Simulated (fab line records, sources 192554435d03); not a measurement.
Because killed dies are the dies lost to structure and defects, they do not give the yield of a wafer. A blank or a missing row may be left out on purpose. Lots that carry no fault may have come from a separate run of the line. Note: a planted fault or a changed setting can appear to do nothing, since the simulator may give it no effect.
Matching of chambers | flow n5Finfet | N5_BEOL_M5_CO_CAP_78 on cvdCo-02 has 3 sister chambers
The step material Co, precursor CCTBA/H2, target thk 2 nm, time 102.1 s. 20 wafers are shown with their chamber, then 10 later ones without.

WAFERS PAIRED WITH THEIR CHAMBERS
wafer  | chamber | heaterPowerW (W) | susceptorTempC (C)
L082.1 | 2       | 232              | 199.91
L082.4 | 2       | 236              | 199.97
L082.5 | 0       | 218              | 199.57
L078.1 | 1       | 236              | 200.11
L078.4 | 2       | 237              | 200.02
L078.5 | 1       | 244              | 199.98
L084.2 | 1       | 241              | 200.21
L084.5 | 0       | 226              | 199.97
L084.6 | 1       | 242              | 200.14
L086.2 | 0       | 218              | 199.97
L086.3 | 2       | 230              | 200.20
L086.6 | 1       | 241              | 200.00
L088.1 | 2       | 239              | 199.93
L088.2 | 0       | 228              | 199.66
L088.3 | 1       | 238              | 200.19
L089.1 | 2       | 234              | 199.79
L089.3 | 1       | 237              | 200.21
L089.5 | 0       | 229              | 199.90
L090.1 | 1       | 240              | 199.89
L090.2 | 0       | 225              | 199.91

SIGNATURES (averages over the wafers above)
reading        | chamber 0 | chamber 1 | chamber 2 | scatter within a chamber
heaterPowerW   | 224.00    | 239.88    | 234.67    | 3.63
susceptorTempC | 199.8300  | 200.0913  | 199.9700  | 0.142
Rule: for a wafer and a chamber, the distance is found by dividing, reading by reading, the gap between the wafer's reading and the chamber's mean by the reading's scatter, squaring, summing and taking the root. The wafer belongs to the nearest chamber; if the next one is less than 2 further off, it can't be placed. The scatter is the square root of a quotient: the sum, over the shown wafers, of each reading's squared deviation from its chamber's mean, divided by wafers minus chambers.

WAFERS MISSING THEIR CHAMBER
wafer  | heaterPowerW (W) | susceptorTempC (C)
L090.3 | 233              | 199.83
L090.4 | 245              | 199.90
L090.5 | 220              | 199.95
L090.6 | 233              | 199.97
L094.3 | 233              | 200.23
L094.5 | 247              | 200.13
L094.6 | 240              | 200.10
L095.4 | 224              | 199.85
L095.5 | 233              | 199.93
L095.6 | 237              | 199.87

THE CHAMBER EACH PASSED THROUGH
wafer  | from the rows above          | in truth
L090.3 | can't be placed: 2 or 0 or 1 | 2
L090.4 | can't be placed: 1 or 2      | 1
L090.5 | 0                            | 0
L090.6 | can't be placed: 2 or 1      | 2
L094.3 | can't be placed: 2 or 1 or 0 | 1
L094.5 | can't be placed: 1 or 2      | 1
L094.6 | can't be placed: 1 or 2      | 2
L095.4 | 0                            | 0
L095.5 | can't be placed: 2 or 1      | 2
L095.6 | can't be placed: 2 or 1      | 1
Placed correctly: 2 of 10. From these rows, 8 cannot be placed; in 8 the true chamber is one of the candidates. Placed wrongly: 0.
